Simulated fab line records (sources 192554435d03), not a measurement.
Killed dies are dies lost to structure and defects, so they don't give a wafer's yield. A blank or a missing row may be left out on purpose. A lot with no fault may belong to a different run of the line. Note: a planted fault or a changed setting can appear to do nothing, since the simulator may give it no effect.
Split-lot trial    flow n5_finfet    7 lots, 21 wafers read, on a route of 1938 steps

## SPLIT DETAILS
At N5_SD_EPI_N_EPI_21 (deposits Si:P, time 690 s), the setting epi_growth_time_s was moved away from the recipe's 690 s on 7 of the 21 wafers read, by -8.8% to +7.7%. This setting was run at the recipe's value on the other wafers.

## FROM THE SPLIT TO THE READING: what the file shows between them, 4 steps
- N5_SD_EPI_N_EPI_MEAS_23
- N5_SD_EPI_N_PRECLEAN_24: cleans in O3/DIW, time 60 s
- N5_SD_EPI_N_SRD_25: time 30 s
- N5_SD_EPI_P_EPI_21: deposits SiGe:B, time 355 s

## THE READING
Si-P_of_SD_EPI_N_EPI_21.thk_nm (the simulator's own value, which no gauge read), in nm, at N5_SD_EPI_P_HM_STRIP_48 (strips SiNx in H3PO4, material SiNx, target depth 3 nm). There is no usual value for it anywhere in the file. Average 58.2 nm, standard deviation 0.47 nm, over the 14 wafers here run with the recipe.

wafer   tool, chamber at the split  epi_growth_time_s as run, s  against the recipe  Si-P_of_SD_EPI_N_EPI_21.thk_nm, nm  against lot-mates on the recipe
L081.2  epi_rpcvd-04, 0             665.4                        -3.6%               57.6                                -0.8
L081.4  epi_rpcvd-04, 0             665.4                        -3.6%               57.4                                -1.0
L081.6  epi_rpcvd-04, 0             690                          recipe              58.4                                -
L082.4  epi_rpcvd-04, 0             690                          recipe              58.4                                -
L082.5  epi_rpcvd-04, 0             634.6                        -8.0%               55.4                                -3.0
L082.6  epi_rpcvd-04, 0             634.6                        -8.0%               55.4                                -3.0
L085.2  epi_rpcvd-03, 0             690                          recipe              58.6                                -
L085.3  epi_rpcvd-03, 0             629.5                        -8.8%               55                                  -3.5
L085.4  epi_rpcvd-03, 0             690                          recipe              58.4                                -
L086.1  epi_rpcvd-03, 0             690                          recipe              58                                  -
L086.3  epi_rpcvd-03, 0             690                          recipe              58.2                                -
L086.5  epi_rpcvd-03, 0             690                          recipe              58.8                                -
L089.4  epi_rpcvd-04, 0             743.4                        +7.7%               61.6                                +3.4
L089.5  epi_rpcvd-04, 0             690                          recipe              58.2                                -
L089.6  epi_rpcvd-04, 0             743.4                        +7.7%               61                                  +2.8
L090.2  epi_rpcvd-04, 0             690                          recipe              57.4                                -
L090.4  epi_rpcvd-04, 0             690                          recipe              57.4                                -
L090.3  epi_rpcvd-04, 0             690                          recipe              57.6                                -
L097.4  epi_rpcvd-03, 0             690                          recipe              58.4                                -
L097.6  epi_rpcvd-03, 0             690                          recipe              58.4                                -
L097.5  epi_rpcvd-03, 0             690                          recipe              59                                  -

THE FIT
A straight line over all 21 wafers: Si-P_of_SD_EPI_N_EPI_21.thk_nm changes by +0.364 nm for each +1% of epi_growth_time_s; r = +0.96; the points scatter about the line by 0.45 nm.
The same after taking each lot's own level away (the mean of its wafers on the recipe; 21 wafers): +0.382 nm for each +1%; r = +0.99; scatter 0.26 nm.
That fit puts the effect of the largest move of epi_growth_time_s on the reading at 3.4 nm.
Measured against the standard deviation above, the lots' own levels, which go from 57.47 to 58.60 nm, span 2.4 times it.
The two slopes agree, so the slope changes little with the lot-to-lot level.
Check: -3.23 nm against its lot-mates is what the line predicts for one of the wafers moved furthest among these (-8.8%) when that wafer is left out of the fit. Against them it came out at -3.5 nm.

## ADDITIONAL SPLITS CARRIED BY THESE WAFERS
These wafers also went through other splits before the reading. Each is held against what the fit with the lots' levels taken away leaves over:
other split on the same wafers      wafers away from the commonest value  r with Si-P_of_SD_EPI_N_EPI_21.thk_nm (lot level and that fit taken away)
N5_FIN_SAQP_PECVD_06 time_s         5                                     +0.27
N5_FIN_SAQP_COAT_10 spin_rpm        9                                     -0.11
N5_DUMMY_GATE_COAT_09 spin_rpm      7                                     +0.07
N5_SD_EPI_N_ETCH_45 target_depth_a  7                                     -0.01

## THE WHOLE CHAIN: every reading that the file lists as answering this split, in the file's order
step                     what it does                                            reading                                                                          change (the file's fit)                r (the file's)
N5_SD_EPI_N_EPI_21       deposits Si:P, time 690 s                               Si-P_of_SD_EPI_N_EPI_21.thk_nm (the simulator's own value, which no gauge read)  +0.387 nm for each +1% of the setting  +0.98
N5_SD_EPI_N_EPI_MEAS_23                                                          thk_nm                                                                           withheld for each +1% of the setting   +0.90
N5_SD_EPI_P_HM_STRIP_48  strips SiNx in H3PO4, material SiNx, target depth 3 nm  Si-P_of_SD_EPI_N_EPI_21.thk_nm (the simulator's own value, which no gauge read)  +0.383 nm for each +1% of the setting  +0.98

## FILE'S OWN FIT
Si-P_of_SD_EPI_N_EPI_21.thk_nm changes by +0.383 nm for each +1% of epi_growth_time_s, r = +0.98.
